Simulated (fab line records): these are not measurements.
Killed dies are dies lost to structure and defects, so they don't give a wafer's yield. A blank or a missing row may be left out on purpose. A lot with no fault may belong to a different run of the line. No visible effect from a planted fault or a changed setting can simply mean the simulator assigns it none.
fab line records | flow n5Finfet
[record] lots = 7 | wafers = 21
route steps=1938 shown BEOL_M2@841 BEOL_M3@941 BEOL_M5@1142
startH: start of the lot's first displayed wafer, in hours after the record's first day | waitH: hours from the lot's prior step to this one | " same as the row above | L1.1+2: one row covering several wafers at once | - either no value or no given start | * or withheld: withheld | < > ~ a bound
route shown NAME@n: NAME is a module with steps in the file, n the number in the route of the first one | usual: mean/standard deviation taken from wafers without a fault | same: alike in all rows | chamber/n: place in a boat | sites: readings site by site | _std_site: the values' standard deviation | _edge_site: outer sites' mean less inner sites' | radiusMm: for every site, how far away it sits from the centre of the wafer | mask NAME#n: copy n | behind: the tool/chamber that last shaped the wafer | hold: why the lot went on hold/how many hours it stayed there/how the hold came to an end | device: which transistor (n, p or np) failed to switch | end of line: the route-end tests of the same wafers | step lacking rows: just its recipe | killed: count of dies lost to structure and defects at first sort (not the wafer's yield) | map: dies across one wafer; x = killed, . = not, _ = none there
set.NAME: the setting that was run; set.NAME@STEP: the one run at that earlier step | model.NAME: the simulator's own value behind a step, which no gauge read
lots with deliberately changed settings; one table per step, one row per wafer
[[steps]]
[step N5_BEOL_M2_ILD_DEP_00]
[recipe] material = SiOC | targetThkA = 790 | tempC = 350 | precursor = DEMS/O2 | pressureTorr = 5 | rfW = 500 | timeS = 15.3
lot.wafer | tool     | chamber | startH | waitH | set.timeS | model.SiOC_of_BEOL_M2_ILD_DEP_00.thkNm
L074.2    | pecvd-03 | 0       | 136.09 | 0.0   | 16.36     | 83
L074.5    | "        | 1       | "      | "     | 15.3      | 79.8
L074.6    | "        | 2       | "      | "     | 16.36     | 85.4
L076.2    | pecvd-03 | 2       | 141.94 | 0.0   | 17.52     | 91
L076.3    | "        | 1       | "      | "     | 15.3      | 78.8
L076.5    | "        | 1       | "      | "     | 15.3      | 79.6
L082.1    | pecvd-02 | 0       | 179.79 | 0.0   | 16.31     | 83.4
L082.3    | "        | 2       | "      | "     | 15.3      | 78.8
L082.6    | "        | 0       | "      | "     | 16.31     | 85.4
L083.1    | pecvd-03 | 0       | 183.48 | 0.0   | 15.3      | 77.6
L083.2    | "        | 1       | "      | "     | 15.3      | 78.2
L083.6    | "        | 1       | "      | "     | 15.3      | 79.4
L084.1    | pecvd-02 | 2       | 184.35 | 0.0   | 14.63     | 75.4
L084.5    | "        | 2       | "      | "     | 14.63     | 75.6
L084.6    | "        | 0       | "      | "     | 15.3      | 79.4
L085.2    | pecvd-02 | 0       | 193.71 | 0.0   | 16.68     | 84.2
L085.3    | "        | 2       | "      | "     | 16.68     | 83.6
L085.6    | "        | 0       | "      | "     | 16.68     | 85.6
L086.1    | pecvd-01 | 0       | 207.49 | 0.0   | 16.97     | 86
L086.2    | "        | 1       | "      | "     | 16.97     | 85.8
L086.3    | "        | 2       | "      | "     | 15.3      | 79.4
[step N5_BEOL_M2_THK_MEAS_01]
[recipe] reads = SiOC_of_BEOL_M2_ILD_DEP_00
[usual] M2_ILD_THK = 79.0/1.1
lot.wafer | tool         | chamber | startH | waitH | set.timeS@BEOL_M2_ILD_DEP_00 | M2_ILD_THK[nm]
L074.2    | filmMetro-02 | -       | 136.16 | 0.1   | 16.36                        | 83.1
L074.5    | "            | -       | "      | "     | 15.3                         | 79.9
L074.6    | "            | -       | "      | "     | 16.36                        | 85.4
L076.2    | filmMetro-02 | -       | 142.01 | 0.1   | 17.52                        | 90.9
L076.3    | "            | -       | "      | "     | 15.3                         | 78.9
L076.5    | "            | -       | "      | "     | 15.3                         | 79.6
L082.1    | filmMetro-01 | -       | 179.85 | 0.0   | 16.31                        | 83.3
L082.3    | "            | -       | "      | "     | 15.3                         | 78.9
L082.6    | "            | -       | "      | "     | 16.31                        | 85.3
L083.1    | filmMetro-02 | -       | 183.55 | 0.0   | 15.3                         | 77.5
L083.2    | "            | -       | "      | "     | 15.3                         | 78.3
L083.6    | "            | -       | "      | "     | 15.3                         | 79.4
L084.1    | filmMetro-02 | -       | 184.42 | 0.1   | 14.63                        | 75.5
L084.5    | "            | -       | "      | "     | 14.63                        | 75.7
L084.6    | "            | -       | "      | "     | 15.3                         | 79.4
L085.2    | filmMetro-02 | -       | 193.77 | 0.1   | 16.68                        | 84.3
L085.3    | "            | -       | "      | "     | 16.68                        | 83.6
L085.6    | "            | -       | "      | "     | 16.68                        | 85.6
L086.1    | filmMetro-02 | -       | 207.56 | 0.0   | 16.97                        | 86.1
L086.2    | "            | -       | "      | "     | 16.97                        | 85.8
L086.3    | "            | -       | "      | "     | 15.3                         | 79.5
[step N5_BEOL_M2_COAT_22]
[recipe] resist = CAR-EUV | spinRpm = 1500 | resistThkNm = 30
lot.wafer  | tool          | chamber | startH | waitH | set.spinRpm | model.CAR-EUV_of_BEOL_M2_COAT_22.thkNm
L074.2+5   | lithoTrack-02 | 0       | -      | -     | 1500        | 30
L074.6     | "             | 0       | "      | "     | 1573        | 29.2
L076.2+3   | lithoTrack-03 | 0       | -      | -     | 1500        | 30
L076.5     | "             | 0       | "      | "     | 1386        | 31.2
L082.1+3   | lithoTrack-01 | 0       | -      | -     | 1500        | 30
L082.6     | "             | 0       | "      | "     | 1500        | 30.2
L083.1     | lithoTrack-03 | 0       | -      | -     | 1500        | 30.2
L083.2+6   | "             | 0       | "      | "     | 1500        | 30
L084.1+5+6 | lithoTrack-03 | 0       | -      | -     | 1500        | 30
L085.2+6   | lithoTrack-03 | 0       | -      | -     | 1500        | 30
L085.3     | "             | 0       | "      | "     | 1637        | 28.8
L086.1+2   | lithoTrack-03 | 0       | -      | -     | 1500        | 30
L086.3     | "             | 0       | "      | "     | 1654        | 28.6
[step N5_BEOL_M2_EBR_24]
[recipe] solvent = PGMEA | ebrWidthMm = 1.5
[step N5_BEOL_M2_SOFTBAKE_23]
[recipe] tempC = 110 | timeS = 60 | resist = CAR-EUV
[step N5_BEOL_M2_EXPOSE_25]
[recipe] maskId = V1 | na = 0.33 | sourceShape = quasar | sigmaInner = 0.2 | sigmaOuter = 0.8 | polarization = unpolarized | defocusNm = 5 | doseMj = 63
[step N5_BEOL_M2_PEB_26]
[recipe] pebTempC = 100 | pebTimeS = 60 | resist = CAR-EUV
[step N5_BEOL_M2_DEVELOP_27]
[recipe] developTimeS = 30 | developer = TMAH | resist = CAR-EUV | rinseLiquid = surfactantRinse | dry = airSpin | devTempC = 23
lot.wafer  | tool          | chamber | startH | waitH | set.spinRpm@BEOL_M2_COAT_22 | model.CAR-EUV_of_BEOL_M2_COAT_22.thkNm
L074.2+5   | lithoTrack-02 | 0       | -      | -     | 1500                        | 29.4
L074.6     | "             | 0       | "      | "     | 1573                        | 28.8
L076.2     | lithoTrack-01 | 0       | -      | -     | 1500                        | 29.6
L076.3     | "             | 0       | "      | "     | 1500                        | 29.4
L076.5     | "             | 0       | "      | "     | 1386                        | 30.8
L082.1+3   | lithoTrack-02 | 0       | -      | -     | 1500                        | 29.6
L082.6     | "             | 0       | "      | "     | 1500                        | 29.8
L083.1+2+6 | lithoTrack-03 | 0       | -      | -     | 1500                        | 29.6
L084.1+5   | lithoTrack-03 | 0       | -      | -     | 1500                        | 29.6
L084.6     | "             | 0       | "      | "     | 1500                        | 29.4
L085.2+6   | lithoTrack-03 | 0       | -      | -     | 1500                        | 29.6
L085.3     | "             | 0       | "      | "     | 1637                        | 28.4
L086.1+2   | lithoTrack-01 | 0       | -      | -     | 1500                        | 29.6
L086.3     | "             | 0       | "      | "     | 1654                        | 28
[step N5_BEOL_M2_ETCH_69]
[recipe] chemistry = CF4 | target = SiARC | targetDepthA = 156 | maskMaterial = CAR-EUV | timeS = 26 | ionEnergyEv = 80 | pressureMtorr = 40 | sourceW = 545 | biasW = 36 | Ar_flow_sccm = 100 | cf4FlowSccm = 100 | ends = cleared
[usual] rfVppV = 183.8/0.98
lot.wafer | tool       | chamber | startH | waitH | set.biasW | set.spinRpm@BEOL_M2_COAT_22 | rfVppV | model.CAR-EUV_of_BEOL_M2_COAT_22.thkNm
L074.2    | rieDiel-02 | 1       | 138.46 | 0.0   | 31.98     | 1500                        | 170.2  | 11
L074.5    | "          | 1       | "      | "     | 36        | 1500                        | 185.0  | 11.2
L074.6    | "          | 2       | "      | "     | 36        | 1573                        | 184.0  | 10.4
L076.2    | rieDiel-04 | 1       | 144.82 | 0.0   | 40.6      | 1500                        | 198.7  | 11.2
L076.3    | "          | 3       | "      | "     | 36        | 1500                        | 183.5  | 11
L076.5    | "          | 1       | "      | "     | 40.6      | 1386                        | 197.5  | 12.2
L082.1    | rieDiel-02 | 1       | 182.41 | 0.0   | 36        | 1500                        | 183.9  | 11.2
L082.3    | "          | 0       | "      | "     | 36        | 1500                        | 186.0  | 11.2
L082.6    | "          | 3       | "      | "     | 36        | 1500                        | 184.6  | 11.2
L083.1    | rieDiel-01 | 3       | 186.77 | 0.0   | 36        | 1500                        | 184.0  | 11.2
L083.2    | "          | 2       | "      | "     | 36        | 1500                        | 182.9  | 11.2
L083.6    | "          | 0       | "      | "     | 36        | 1500                        | 184.0  | 11.2
L084.1    | rieDiel-04 | 1       | 188.23 | 0.0   | 33.68     | 1500                        | 175.9  | 11.2
L084.5    | "          | 1       | "      | "     | 33.68     | 1500                        | 176.2  | 11.2
L084.6    | "          | 0       | "      | "     | 36        | 1500                        | 181.4  | 11.2
L085.2    | rieDiel-01 | 1       | 196.58 | 0.0   | 36        | 1500                        | 184.4  | 11
L085.3    | "          | 0       | "      | "     | 40.16     | 1637                        | 197.1  | 9.8
L085.6    | "          | 3       | "      | "     | 40.16     | 1500                        | 198.3  | 11
L086.1    | rieDiel-04 | 2       | 210.65 | 0.0   | 29.71     | 1500                        | 162.5  | 11
L086.2    | "          | 1       | "      | "     | 29.71     | 1500                        | 161.4  | 11.2
L086.3    | "          | 0       | "      | "     | 29.71     | 1654                        | 161.2  | 9.8
[step N5_BEOL_M3_EXPOSE_08]
[recipe] maskId = M3 | na = 0.33 | sourceShape = dipole | sigmaInner = 0.369 | sigmaOuter = 0.767 | polarization = unpolarized | doseMj = 33
lot.wafer  | tool          | chamber | startH | waitH | mask | set.doseMj
L074.2+6   | euvScanner-01 | 0       | 148.99 | -     | M3#0 | 33.85
L074.5     | "             | 0       | "      | "     | M3#0 | 33
L076.2+5   | euvScanner-01 | 0       | 155.57 | -     | M3#0 | 33
L076.3     | "             | 0       | "      | "     | M3#0 | 31.26
L082.1+3   | euvScanner-01 | 0       | 194.06 | -     | M3#0 | 33
L082.6     | "             | 0       | "      | "     | M3#0 | 31.73
L083.1+2+6 | euvScanner-02 | 0       | 200.79 | -     | M3#0 | 33
L084.1+5+6 | euvScanner-01 | 0       | 201.04 | -     | M3#0 | 33
L085.2+6   | euvScanner-02 | 0       | 202.98 | -     | M3#0 | 33
L085.3     | "             | 0       | "      | "     | M3#0 | 34.87
L086.1+3   | euvScanner-02 | 0       | 217.70 | -     | M3#0 | 31.76
L086.2     | "             | 0       | "      | "     | M3#0 | 33
[step N5_BEOL_M3_PEB_09]
[recipe] pebTempC = 100 | pebTimeS = 60 | resist = CAR-EUV
[step N5_BEOL_M3_DEVELOP_10]
[recipe] developTimeS = 30 | developer = TMAH | resist = CAR-EUV | rinseLiquid = surfactantRinse | dry = airSpin | devTempC = 23
[step N5_BEOL_M3_CD_MEAS_11]
[recipe] targetCdNm = 17.05 | landingEnergyEv = 500 | detector = seInlens | polarity = opening
[usual] cdNm = 17.06/0.27
lot.wafer | tool     | chamber | startH | waitH | set.doseMj@BEOL_M3_EXPOSE_08 | cdNm
L074.2    | cdSem-02 | 0       | 149.11 | -     | 33.85                        | 17.63
L074.5    | "        | 0       | "      | "     | 33                           | 17.23
L074.6    | "        | 0       | "      | "     | 33.85                        | 17.45
L076.2    | cdSem-02 | 0       | 155.69 | -     | 33                           | 16.86
L076.3    | "        | 0       | "      | "     | 31.26                        | 15.90
L076.5    | "        | 0       | "      | "     | 33                           | 17.42
L082.1    | cdSem-02 | 0       | 194.19 | -     | 33                           | 17.16
L082.3    | "        | 0       | "      | "     | 33                           | 16.45
L082.6    | "        | 0       | "      | "     | 31.73                        | 16.15
L083.1    | cdSem-01 | 0       | 200.92 | -     | 33                           | 17.13
L083.2    | "        | 0       | "      | "     | 33                           | 17.07
L083.6    | "        | 0       | "      | "     | 33                           | 17.20
L084.1    | cdSem-01 | 0       | 201.16 | -     | 33                           | 17.17
L084.5    | "        | 0       | "      | "     | 33                           | 17.14
L084.6    | "        | 0       | "      | "     | 33                           | 16.85
L085.2    | cdSem-01 | 0       | 203.11 | -     | 33                           | 16.76
L085.3    | "        | 0       | "      | "     | 34.87                        | 18.08
L085.6    | "        | 0       | "      | "     | 33                           | 16.65
L086.1    | cdSem-02 | 0       | 217.83 | -     | 31.76                        | 16.54
L086.2    | "        | 0       | "      | "     | 33                           | 17.56
L086.3    | "        | 0       | "      | "     | 31.76                        | 16.90
[step N5_BEOL_M3_DESCUM_16]
[recipe] chemistry = O2 | timeS = 7 | sourcePowerW = 50 | biasPowerW = 20 | pressureMtorr = 20 | rfFrequencyHz = 2.712e+07 | tempC = 40 | resist = CAR-EUV | o2FlowSccm = 225
[step N5_BEOL_M3_ETCH_74]
[recipe] chemistry = N2/H2 | target = underlayer | targetDepthA = 65 | maskMaterial = CAR-EUV | timeS = 5.2 | ionEnergyEv = 200 | pressureMtorr = 30 | sourceW = 840 | biasW = 150 | n2FlowSccm = 200 | h2FlowSccm = 200 | ends = cleared
lot.wafer  | tool       | chamber | startH | waitH | set.doseMj@BEOL_M3_EXPOSE_08 | model.BEOL_M3.cdOffsetNm
L074.2     | rieDiel-05 | 1       | 149.26 | 0.0   | 33.85                        | 0.6
L074.5     | "          | 1       | "      | "     | 33                           | 0.2
L074.6     | "          | 2       | "      | "     | 33.85                        | 0.8
L076.2     | rieDiel-06 | 3       | 155.84 | 0.0   | 33                           | 0
L076.3     | "          | 1       | "      | "     | 31.26                        | -1
L076.5     | "          | 1       | "      | "     | 33                           | 0.4
L082.1     | rieDiel-03 | 0       | 194.35 | 0.0   | 33                           | -0.2
L082.3     | "          | 3       | "      | "     | 33                           | -0.4
L082.6     | "          | 2       | "      | "     | 31.73                        | -1.2
L083.1+2   | rieDiel-03 | 0,1     | 201.08 | 0.0   | 33                           | 0.2
L083.6     | "          | 0       | "      | "     | 33                           | -0.2
L084.1+5+6 | rieDiel-03 | 3,2,3   | 201.32 | 0.0   | 33                           | 0
L085.2     | rieDiel-05 | 2       | 203.27 | 0.0   | 33                           | -0.2
L085.3     | "          | 1       | "      | "     | 34.87                        | 1.2
L085.6     | "          | 3       | "      | "     | 33                           | -0.6
L086.1     | rieDiel-03 | 0       | 217.99 | 0.0   | 31.76                        | -0.6
L086.2     | "          | 2       | "      | "     | 33                           | 0.4
L086.3     | "          | 3       | "      | "     | 31.76                        | -0.4
[step N5_BEOL_M3_ETCH_63]
[recipe] chemistry = CF4 | target = SiARC | targetDepthA = 156 | maskMaterial = CAR-EUV | timeS = 26 | ionEnergyEv = 80 | pressureMtorr = 40 | sourceW = 545 | biasW = 36 | Ar_flow_sccm = 100 | cf4FlowSccm = 100 | ends = cleared
lot.wafer | tool       | chamber | startH | waitH | set.doseMj@BEOL_M3_EXPOSE_08 | model.BEOL_M3.cdOffsetNm
L074.2+6  | rieDiel-05 | 1,2     | 149.28 | 0.0   | 33.85                        | 0.6
L074.5    | "          | 1       | "      | "     | 33                           | 0.2
L076.2    | rieDiel-06 | 3       | 155.86 | 0.0   | 33                           | 0
L076.3    | "          | 1       | "      | "     | 31.26                        | -1.2
L076.5    | "          | 1       | "      | "     | 33                           | 0.2
L082.1+3  | rieDiel-03 | 0,3     | 194.36 | 0.0   | 33                           | -0.4
L082.6    | "          | 2       | "      | "     | 31.73                        | -1.2
L083.1+2  | rieDiel-03 | 0,1     | 201.10 | 0.0   | 33                           | 0.2
L083.6    | "          | 0       | "      | "     | 33                           | 0
L084.1    | rieDiel-03 | 3       | 201.34 | 0.0   | 33                           | -0.2
L084.5+6  | "          | 2,3     | "      | "     | 33                           | 0
L085.2    | rieDiel-05 | 2       | 203.28 | 0.0   | 33                           | -0.2
L085.3    | "          | 1       | "      | "     | 34.87                        | 1.2
L085.6    | "          | 3       | "      | "     | 33                           | -0.4
L086.1+3  | rieDiel-03 | 0,3     | 218.00 | 0.0   | 31.76                        | -0.6
L086.2    | "          | 2       | "      | "     | 33                           | 0.4
[step N5_BEOL_M3_ETCH_64]
[recipe] chemistry = N2/H2 | target = SOC | targetDepthA = 750 | overetchA = 150 | maskMaterial = SiARC | tempC = 40 | timeS = 112.5 | ionEnergyEv = 200 | pressureMtorr = 30 | sourceW = 840 | biasW = 150 | n2FlowSccm = 200 | h2FlowSccm = 200
[usual] rfVppV = 524.6/1.8
lot.wafer | tool       | chamber | startH | waitH | set.biasW | set.doseMj@BEOL_M3_EXPOSE_08 | rfVppV | model.BEOL_M3.cdOffsetNm | model.SiARC_of_BEOL_M3_COAT_62.thkNm
L074.2    | rieDiel-05 | 1       | 149.31 | 0.0   | 150       | 33.85                        | 523.6  | 0.8                      | 6.8
L074.5    | "          | 1       | "      | "     | 150       | 33                           | 523.4  | 0.6                      | 6.6
L074.6    | "          | 2       | "      | "     | 166.2     | 33.85                        | 561.0  | 0.6                      | 6
L076.2    | rieDiel-06 | 3       | 155.89 | 0.0   | 150       | 33                           | 522.1  | -0.2                     | 6.6
L076.3    | "          | 1       | "      | "     | 150       | 31.26                        | 526.3  | -1                       | 6.8
L076.5    | "          | 1       | "      | "     | 125.1     | 33                           | 468.8  | 0.2                      | 8
L082.1    | rieDiel-03 | 0       | 194.39 | 0.0   | 150       | 33                           | 524.1  | -0.4                     | 7
L082.3    | "          | 3       | "      | "     | 150       | 33                           | 524.8  | -0.8                     | 6.6
L082.6    | "          | 2       | "      | "     | 128.7     | 31.73                        | 473.3  | -1.2                     | 7.8
L083.1    | rieDiel-03 | 0       | 201.13 | 0.0   | 150       | 33                           | 524.6  | 0.2                      | 7
L083.2    | "          | 1       | "      | "     | 150       | 33                           | 526.8  | 0.4                      | 6.8
L083.6    | "          | 0       | "      | "     | 150       | 33                           | 523.5  | 0                        | 7
L084.1    | rieDiel-03 | 3       | 201.37 | 0.0   | 150       | 33                           | 525.4  | -0.6                     | 6.6
L084.5    | "          | 2       | "      | "     | 123.2     | 33                           | 460.9  | -0.2                     | 8
L084.6    | "          | 3       | "      | "     | 123.2     | 33                           | 465.2  | -0.4                     | 7.8
L085.2    | rieDiel-05 | 2       | 203.31 | 0.0   | 172.5     | 33                           | 574.2  | -0.2                     | 5.6
L085.3    | "          | 1       | "      | "     | 172.5     | 34.87                        | 570.5  | 1.2                      | 5.8
L085.6    | "          | 3       | "      | "     | 150       | 33                           | 523.4  | -0.4                     | 6.8
L086.1    | rieDiel-03 | 0       | 218.03 | 0.0   | 159.9     | 31.76                        | 545.3  | -0.8                     | 6.4
L086.2    | "          | 2       | "      | "     | 159.9     | 33                           | 545.2  | 0.4                      | 6.6
L086.3    | "          | 3       | "      | "     | 150       | 31.76                        | 525.9  | -0.8                     | 6.6
[step N5_BEOL_M3_STRIP_65]
[recipe] chemistry = N2/H2 | tempC = 40 | n2FlowSccm = 200 | h2FlowSccm = 200 | rfFrequencyHz = 6e+07
[step N5_BEOL_M3_STRIP_75]
[recipe] chemistry = N2/H2 | tempC = 40 | n2FlowSccm = 200 | h2FlowSccm = 200 | rfFrequencyHz = 6e+07
[step N5_BEOL_M3_STRIP_66]
[recipe] chemistry = CF4 | resist = SiARC | powerW = 300 | biasPowerW = 75 | pressureMtorr = 50 | cf4FlowSccm = 150 | rfFrequencyHz = 6e+07
[step N5_BEOL_M3_HM_OPEN_17]
[recipe] chemistry = Cl2/BCl3 | targetDepthA = 200 | overetchA = 60 | target = TiN | maskMaterial = SOC | ionEnergyEv = 150 | pressureMtorr = 10 | icpW = 1000 | biasW = 126 | Cl2_flow_sccm = 53.25 | bcl3FlowSccm = 21.75 | Ar_flow_sccm = 25
lot.wafer | tool        | chamber | startH | waitH | set.doseMj@BEOL_M3_EXPOSE_08 | model.BEOL_M3.cdOffsetNm
L074.2+6  | rieMetal-01 | 1       | 149.48 | 0.0   | 33.85                        | 0.8
L074.5    | "           | 0       | "      | "     | 33                           | 0.6
L076.2    | rieMetal-01 | 1       | 156.06 | 0.0   | 33                           | 0
L076.3    | "           | 1       | "      | "     | 31.26                        | -1
L076.5    | "           | 1       | "      | "     | 33                           | 0.2
L082.1    | rieMetal-03 | 0       | 194.56 | 0.0   | 33                           | -0.4
L082.3    | "           | 1       | "      | "     | 33                           | -0.8
L082.6    | "           | 0       | "      | "     | 31.73                        | -1.2
L083.1    | rieMetal-03 | 1       | 201.30 | 0.0   | 33                           | 0
L083.2    | "           | 0       | "      | "     | 33                           | 0.4
L083.6    | "           | 0       | "      | "     | 33                           | -0.2
L084.1+6  | rieMetal-02 | 1,0     | 201.53 | 0.0   | 33                           | -0.6
L084.5    | "           | 1       | "      | "     | 33                           | -0.4
L085.2    | rieMetal-03 | 1       | 203.52 | 0.1   | 33                           | -0.2
L085.3    | "           | 1       | "      | "     | 34.87                        | 1
L085.6    | "           | 1       | "      | "     | 33                           | -0.4
L086.1+3  | rieMetal-02 | 1,0     | 218.20 | 0.0   | 31.76                        | -0.8
L086.2    | "           | 0       | "      | "     | 33                           | 0.4
[step N5_BEOL_M5_COAT_22]
[recipe] resist = CAR-EUV | spinRpm = 1500 | resistThkNm = 30
lot.wafer | tool          | chamber | startH | waitH | set.spinRpm | model.CAR-EUV_of_BEOL_M5_COAT_22.thkNm
L074.2+6  | lithoTrack-01 | 0       | -      | -     | 1500        | 30.2
L074.5    | "             | 0       | "      | "     | 1500        | 30
L076.2+3  | lithoTrack-02 | 0       | -      | -     | 1384        | 31.2
L076.5    | "             | 0       | "      | "     | 1500        | 30
L082.1+6  | lithoTrack-01 | 0       | -      | -     | 1500        | 30.2
L082.3    | "             | 0       | "      | "     | 1500        | 30
L083.1+2  | lithoTrack-02 | 0       | -      | -     | 1500        | 30
L083.6    | "             | 0       | "      | "     | 1500        | 30.2
L084.1+5  | lithoTrack-02 | 0       | -      | -     | 1500        | 30
L084.6    | "             | 0       | "      | "     | 1405        | 31
L085.2    | lithoTrack-05 | 0       | -      | -     | 1500        | 30
L085.3    | "             | 0       | "      | "     | 1613        | 28.8
L085.6    | "             | 0       | "      | "     | 1613        | 29
L086.1+3  | lithoTrack-01 | 0       | -      | -     | 1500        | 30.2
L086.2    | "             | 0       | "      | "     | 1500        | 30
[step N5_BEOL_M5_EXPOSE_25]
[recipe] maskId = V4 | na = 0.33 | sourceShape = quasar | sigmaInner = 0.2 | sigmaOuter = 0.6 | polarization = unpolarized | defocusNm = 10 | doseMj = 52.75
lot.wafer  | tool          | chamber | startH | waitH | mask | set.doseMj
L074.2     | euvScanner-01 | 0       | 186.17 | -     | V4#0 | 52.75
L074.5+6   | "             | 0       | "      | "     | V4#0 | 55.61
L076.2+3+5 | euvScanner-02 | 0       | 186.35 | -     | V4#0 | 52.75
L082.1+3+6 | euvScanner-02 | 0       | 220.90 | -     | V4#0 | 52.75
L083.1+2+6 | euvScanner-01 | 0       | 227.66 | -     | V4#0 | 52.75
L084.1+6   | euvScanner-02 | 0       | 229.67 | -     | V4#0 | 54.39
L084.5     | "             | 0       | "      | "     | V4#0 | 52.75
L085.2+3   | euvScanner-01 | 0       | 238.51 | -     | V4#0 | 52.75
L085.6     | "             | 0       | "      | "     | V4#0 | 51.69
L086.1     | euvScanner-02 | 0       | 250.86 | -     | V4#0 | 56.05
L086.2+3   | "             | 0       | "      | "     | V4#0 | 52.75
[step N5_BEOL_M5_PEB_26]
[recipe] pebTempC = 100 | pebTimeS = 60 | resist = CAR-EUV
[step N5_BEOL_M5_DEVELOP_27]
[recipe] developTimeS = 30 | developer = TMAH | resist = CAR-EUV | rinseLiquid = surfactantRinse | dry = airSpin | devTempC = 23
lot.wafer  | tool          | chamber | startH | waitH | set.spinRpm@BEOL_M5_COAT_22 | model.CAR-EUV_of_BEOL_M5_COAT_22.thkNm
L074.2+5+6 | lithoTrack-05 | 0       | -      | -     | 1500                        | 29.6
L076.2+3   | lithoTrack-02 | 0       | -      | -     | 1384                        | 30.8
L076.5     | "             | 0       | "      | "     | 1500                        | 29.6
L082.1+3   | lithoTrack-02 | 0       | -      | -     | 1500                        | 29.6
L082.6     | "             | 0       | "      | "     | 1500                        | 29.8
L083.1+2+6 | lithoTrack-02 | 0       | -      | -     | 1500                        | 29.6
L084.1     | lithoTrack-02 | 0       | -      | -     | 1500                        | 29.4
L084.5     | "             | 0       | "      | "     | 1500                        | 29.6
L084.6     | "             | 0       | "      | "     | 1405                        | 30.4
L085.2     | lithoTrack-01 | 0       | -      | -     | 1500                        | 29.4
L085.3+6   | "             | 0       | "      | "     | 1613                        | 28.4
L086.1+2+3 | lithoTrack-01 | 0       | -      | -     | 1500                        | 29.6
[step N5_BEOL_M5_CD_MEAS_28]
[recipe] targetCdNm = 30.6 | landingEnergyEv = 500 | detector = seInlens | targetCdYNm = 20 | polarity = opening
[usual] cdNm = 30.62/0.22
lot.wafer | tool     | chamber | startH | waitH | set.doseMj@BEOL_M5_EXPOSE_25 | cdNm
L074.2    | cdSem-01 | 0       | 186.30 | -     | 52.75                        | 30.67
L074.5    | "        | 0       | "      | "     | 55.61                        | 31.73
L074.6    | "        | 0       | "      | "     | 55.61                        | 32.21
L076.2    | cdSem-02 | 0       | 186.48 | -     | 52.75                        | 30.52
L076.3    | "        | 0       | "      | "     | 52.75                        | 30.48
L076.5    | "        | 0       | "      | "     | 52.75                        | 30.59
L082.1    | cdSem-01 | 0       | 221.04 | -     | 52.75                        | 30.40
L082.3    | "        | 0       | "      | "     | 52.75                        | 30.76
L082.6    | "        | 0       | "      | "     | 52.75                        | 30.65
L083.1    | cdSem-02 | 0       | 227.80 | -     | 52.75                        | 30.51
L083.2    | "        | 0       | "      | "     | 52.75                        | 30.61
L083.6    | "        | 0       | "      | "     | 52.75                        | 30.42
L084.1    | cdSem-01 | 0       | 229.81 | -     | 54.39                        | 31.13
L084.5    | "        | 0       | "      | "     | 52.75                        | 30.51
L084.6    | "        | 0       | "      | "     | 54.39                        | 31.25
L085.2    | cdSem-01 | 0       | 238.64 | -     | 52.75                        | 30.64
L085.3    | "        | 0       | "      | "     | 52.75                        | 30.80
L085.6    | "        | 0       | "      | "     | 51.69                        | 30.44
L086.1    | cdSem-03 | 0       | 251.01 | -     | 56.05                        | 32.02
L086.2    | "        | 0       | "      | "     | 52.75                        | 30.61
L086.3    | "        | 0       | "      | "     | 52.75                        | 30.58
[[key]]
[split] step = N5_BEOL_M2_ILD_DEP_00 | setting = timeS | stated = 15.3 | by = wafer
[response] step = N5_BEOL_M2_ILD_DEP_00 | reading = model.SiOC_of_BEOL_M2_ILD_DEP_00.thkNm | change = +0.742 | per = 1% | r = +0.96
[response] step = N5_BEOL_M2_THK_MEAS_01 | reading = M2_ILD_THK | change = +0.735 | per = 1% | r = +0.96
[split] step = N5_BEOL_M2_COAT_22 | setting = spinRpm | stated = 1500 | by = wafer
[response] step = N5_BEOL_M2_COAT_22 | reading = model.CAR-EUV_of_BEOL_M2_COAT_22.thkNm | change = -0.142 | per = 1% | r = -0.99
[response] step = N5_BEOL_M2_DEVELOP_27 | reading = model.CAR-EUV_of_BEOL_M2_COAT_22.thkNm | change = -0.149 | per = 1% | r = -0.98
[response] step = N5_BEOL_M2_ETCH_69 | reading = model.CAR-EUV_of_BEOL_M2_COAT_22.thkNm | change = -0.133 | per = 1% | r = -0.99
[split] step = N5_BEOL_M2_ETCH_69 | setting = biasW | stated = 36 | by = wafer
[response] step = N5_BEOL_M2_ETCH_69 | reading = rfVppV | change = +1.15 | per = 1% | r = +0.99
[split] step = N5_BEOL_M3_EXPOSE_08 | setting = doseMj | stated = 33 | by = wafer
[response] step = N5_BEOL_M3_CD_MEAS_11 | reading = cdNm | change = +0.218 | per = 1% | r = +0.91
[response] step = N5_BEOL_M3_ETCH_74 | reading = model.BEOL_M3.cdOffsetNm | change = +0.246 | per = 1% | r = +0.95
[response] step = N5_BEOL_M3_ETCH_63 | reading = model.BEOL_M3.cdOffsetNm | change = +0.243 | per = 1% | r = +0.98
[response] step = N5_BEOL_M3_ETCH_64 | reading = model.BEOL_M3.cdOffsetNm | change = +0.218 | per = 1% | r = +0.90
[response] step = N5_BEOL_M3_HM_OPEN_17 | reading = model.BEOL_M3.cdOffsetNm | change = +0.215 | per = 1% | r = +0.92
[split] step = N5_BEOL_M3_ETCH_64 | setting = biasW | stated = 150 | by = wafer
[response] step = N5_BEOL_M3_ETCH_64 | reading = rfVppV | change = +3.41 | per = 1% | r = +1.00
[response] step = N5_BEOL_M3_ETCH_64 | reading = model.SiARC_of_BEOL_M3_COAT_62.thkNm | change = -0.0709 | per = 1% | r = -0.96
[split] step = N5_BEOL_M5_COAT_22 | setting = spinRpm | stated = 1500 | by = wafer
[response] step = N5_BEOL_M5_COAT_22 | reading = model.CAR-EUV_of_BEOL_M5_COAT_22.thkNm | change = -0.153 | per = 1% | r = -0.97
[response] step = N5_BEOL_M5_DEVELOP_27 | reading = model.CAR-EUV_of_BEOL_M5_COAT_22.thkNm | change = -0.144 | per = 1% | r = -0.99
[split] step = N5_BEOL_M5_EXPOSE_25 | setting = doseMj | stated = 52.75 | by = wafer
[response] step = N5_BEOL_M5_CD_MEAS_28 | reading = cdNm | change = +0.226 | per = 1% | r = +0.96
